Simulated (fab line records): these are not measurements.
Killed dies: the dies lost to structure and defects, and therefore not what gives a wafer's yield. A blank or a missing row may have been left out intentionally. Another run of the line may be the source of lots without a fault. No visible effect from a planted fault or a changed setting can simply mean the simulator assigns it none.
Chamber matching :: flow nandHarc :: NHARC_P_BONDPAD_ETCH_37 on rieDiel-13: 4 sister chambers
The step etches the open film in N2/H2, target depth 60 nm, overetch 18 nm, time 65.91 s. 36 wafers are shown with their chamber, then 12 later ones without.

## WAFERS PAIRED WITH THEIR CHAMBERS
wafer: L074.1
chamber: 0
drypumpMotorCurrentA (A): 5.57
rfVppV (V): 433.1
oesProductAu (a.u.): 1.006

wafer: L074.2
chamber: 2
drypumpMotorCurrentA (A): 5.81
rfVppV (V): 427.0
oesProductAu (a.u.): 1.017

wafer: L074.5
chamber: 2
drypumpMotorCurrentA (A): 5.77
rfVppV (V): 427.5
oesProductAu (a.u.): 1.007

wafer: L075.1
chamber: 3
drypumpMotorCurrentA (A): 5.32
rfVppV (V): 429.7
oesProductAu (a.u.): 1.009

wafer: L075.4
chamber: 0
drypumpMotorCurrentA (A): 5.53
rfVppV (V): 432.7
oesProductAu (a.u.): 0.997

wafer: L075.6
chamber: 2
drypumpMotorCurrentA (A): 5.82
rfVppV (V): 427.7
oesProductAu (a.u.): 1.009

wafer: L078.1
chamber: 1
drypumpMotorCurrentA (A): 5.65
rfVppV (V): 429.1
oesProductAu (a.u.): 1.000

wafer: L078.3
chamber: 0
drypumpMotorCurrentA (A): 5.54
rfVppV (V): 433.1
oesProductAu (a.u.): 0.989

wafer: L078.4
chamber: 3
drypumpMotorCurrentA (A): 5.31
rfVppV (V): 432.7
oesProductAu (a.u.): 1.002

wafer: L079.1
chamber: 0
drypumpMotorCurrentA (A): 5.58
rfVppV (V): 432.0
oesProductAu (a.u.): 0.993

wafer: L079.4
chamber: 3
drypumpMotorCurrentA (A): 5.32
rfVppV (V): 431.1
oesProductAu (a.u.): 1.002

wafer: L079.5
chamber: 2
drypumpMotorCurrentA (A): 5.82
rfVppV (V): 426.8
oesProductAu (a.u.): 1.014

wafer: L081.1
chamber: 2
drypumpMotorCurrentA (A): 5.81
rfVppV (V): 428.1
oesProductAu (a.u.): 1.018

wafer: L081.3
chamber: 3
drypumpMotorCurrentA (A): 5.24
rfVppV (V): 430.4
oesProductAu (a.u.): 1.003

wafer: L081.6
chamber: 2
drypumpMotorCurrentA (A): 5.80
rfVppV (V): 427.5
oesProductAu (a.u.): 1.010

wafer: L080.1
chamber: 2
drypumpMotorCurrentA (A): 5.81
rfVppV (V): 425.7
oesProductAu (a.u.): 1.013

wafer: L080.3
chamber: 0
drypumpMotorCurrentA (A): 5.55
rfVppV (V): 432.2
oesProductAu (a.u.): 0.996

wafer: L080.4
chamber: 3
drypumpMotorCurrentA (A): 5.30
rfVppV (V): 432.3
oesProductAu (a.u.): 1.004

wafer: L083.1
chamber: 1
drypumpMotorCurrentA (A): 5.64
rfVppV (V): 428.5
oesProductAu (a.u.): 1.002

wafer: L083.2
chamber: 2
drypumpMotorCurrentA (A): 5.82
rfVppV (V): 427.2
oesProductAu (a.u.): 1.012

wafer: L083.4
chamber: 3
drypumpMotorCurrentA (A): 5.34
rfVppV (V): 432.7
oesProductAu (a.u.): 1.004

wafer: L084.4
chamber: 0
drypumpMotorCurrentA (A): 5.61
rfVppV (V): 432.4
oesProductAu (a.u.): 0.984

wafer: L084.5
chamber: 2
drypumpMotorCurrentA (A): 5.81
rfVppV (V): 428.6
oesProductAu (a.u.): 1.011

wafer: L084.6
chamber: 1
drypumpMotorCurrentA (A): 5.65
rfVppV (V): 429.4
oesProductAu (a.u.): 0.996

wafer: L088.1
chamber: 0
drypumpMotorCurrentA (A): 5.58
rfVppV (V): 431.4
oesProductAu (a.u.): 0.995

wafer: L088.3
chamber: 2
drypumpMotorCurrentA (A): 5.80
rfVppV (V): 426.8
oesProductAu (a.u.): 1.016

wafer: L088.5
chamber: 2
drypumpMotorCurrentA (A): 5.84
rfVppV (V): 428.3
oesProductAu (a.u.): 1.014

wafer: L086.1
chamber: 3
drypumpMotorCurrentA (A): 5.33
rfVppV (V): 430.9
oesProductAu (a.u.): 1.009

wafer: L086.3
chamber: 2
drypumpMotorCurrentA (A): 5.78
rfVppV (V): 426.5
oesProductAu (a.u.): 1.021

wafer: L086.5
chamber: 1
drypumpMotorCurrentA (A): 5.65
rfVppV (V): 429.4
oesProductAu (a.u.): 0.998

wafer: L087.1
chamber: 0
drypumpMotorCurrentA (A): 5.54
rfVppV (V): 432.4
oesProductAu (a.u.): 0.996

wafer: L087.5
chamber: 3
drypumpMotorCurrentA (A): 5.34
rfVppV (V): 431.0
oesProductAu (a.u.): 1.000

wafer: L087.6
chamber: 2
drypumpMotorCurrentA (A): 5.84
rfVppV (V): 427.3
oesProductAu (a.u.): 1.017

wafer: L090.1
chamber: 0
drypumpMotorCurrentA (A): 5.53
rfVppV (V): 432.5
oesProductAu (a.u.): 0.988

wafer: L090.3
chamber: 1
drypumpMotorCurrentA (A): 5.64
rfVppV (V): 429.2
oesProductAu (a.u.): 0.995

wafer: L090.6
chamber: 1
drypumpMotorCurrentA (A): 5.65
rfVppV (V): 430.4
oesProductAu (a.u.): 0.984

SIGNATURES (means of the wafers above)
reading: drypumpMotorCurrentA
chamber 0: 5.5589
chamber 1: 5.6467
chamber 2: 5.8100
chamber 3: 5.3125
scatter within a chamber: 0.024

reading: rfVppV
chamber 0: 432.422
chamber 1: 429.333
chamber 2: 427.308
chamber 3: 431.350
scatter within a chamber: 0.793

reading: oesProductAu
chamber 0: 0.99378
chamber 1: 0.99583
chamber 2: 1.01377
chamber 3: 1.00412
scatter within a chamber: 0.00497
Rule: distance of a wafer from a chamber = root of the sum over the readings of ((wafer's reading minus chamber's mean) / reading's scatter) squared. The wafer belongs to the nearest chamber; if the next one is less than 2 further off, it can't be placed. How the scatter is found: for the shown wafers, subtract from each reading the mean of its chamber, square and add these, divide the total by (wafers less chambers), then take the root.

## WAFERS WITH NO CHAMBER GIVEN
wafer: L092.1
drypumpMotorCurrentA (A): 5.83
rfVppV (V): 427.5
oesProductAu (a.u.): 1.000

wafer: L092.2
drypumpMotorCurrentA (A): 5.54
rfVppV (V): 432.9
oesProductAu (a.u.): 0.986

wafer: L092.3
drypumpMotorCurrentA (A): 5.64
rfVppV (V): 428.1
oesProductAu (a.u.): 0.981

wafer: L094.2
drypumpMotorCurrentA (A): 5.83
rfVppV (V): 426.1
oesProductAu (a.u.): 1.006

wafer: L094.4
drypumpMotorCurrentA (A): 5.56
rfVppV (V): 431.9
oesProductAu (a.u.): 1.004

wafer: L094.5
drypumpMotorCurrentA (A): 5.32
rfVppV (V): 430.8
oesProductAu (a.u.): 1.011

wafer: L095.3
drypumpMotorCurrentA (A): 5.30
rfVppV (V): 431.1
oesProductAu (a.u.): 1.001

wafer: L095.5
drypumpMotorCurrentA (A): 5.55
rfVppV (V): 432.0
oesProductAu (a.u.): 0.999

wafer: L095.6
drypumpMotorCurrentA (A): 5.78
rfVppV (V): 425.5
oesProductAu (a.u.): 1.021

wafer: L096.1
drypumpMotorCurrentA (A): 5.82
rfVppV (V): 424.6
oesProductAu (a.u.): 1.016

wafer: L096.2
drypumpMotorCurrentA (A): 5.55
rfVppV (V): 431.7
oesProductAu (a.u.): 0.992

wafer: L096.3
drypumpMotorCurrentA (A): 5.65
rfVppV (V): 430.1
oesProductAu (a.u.): 0.989

## WHICH CHAMBER EACH ONE RAN IN
wafer: L092.1
from the rows above: 2
in truth: 2

wafer: L092.2
from the rows above: 0
in truth: 0

wafer: L092.3
from the rows above: 1
in truth: 1

wafer: L094.2
from the rows above: 2
in truth: 2

wafer: L094.4
from the rows above: 0
in truth: 0

wafer: L094.5
from the rows above: 3
in truth: 3

wafer: L095.3
from the rows above: 3
in truth: 3

wafer: L095.5
from the rows above: 0
in truth: 0

wafer: L095.6
from the rows above: 2
in truth: 2

wafer: L096.1
from the rows above: 2
in truth: 2

wafer: L096.2
from the rows above: 0
in truth: 0

wafer: L096.3
from the rows above: 1
in truth: 1
Correctly placed: 12 of 12. Left unplaced by these rows: 0. Wrongly placed: 0.
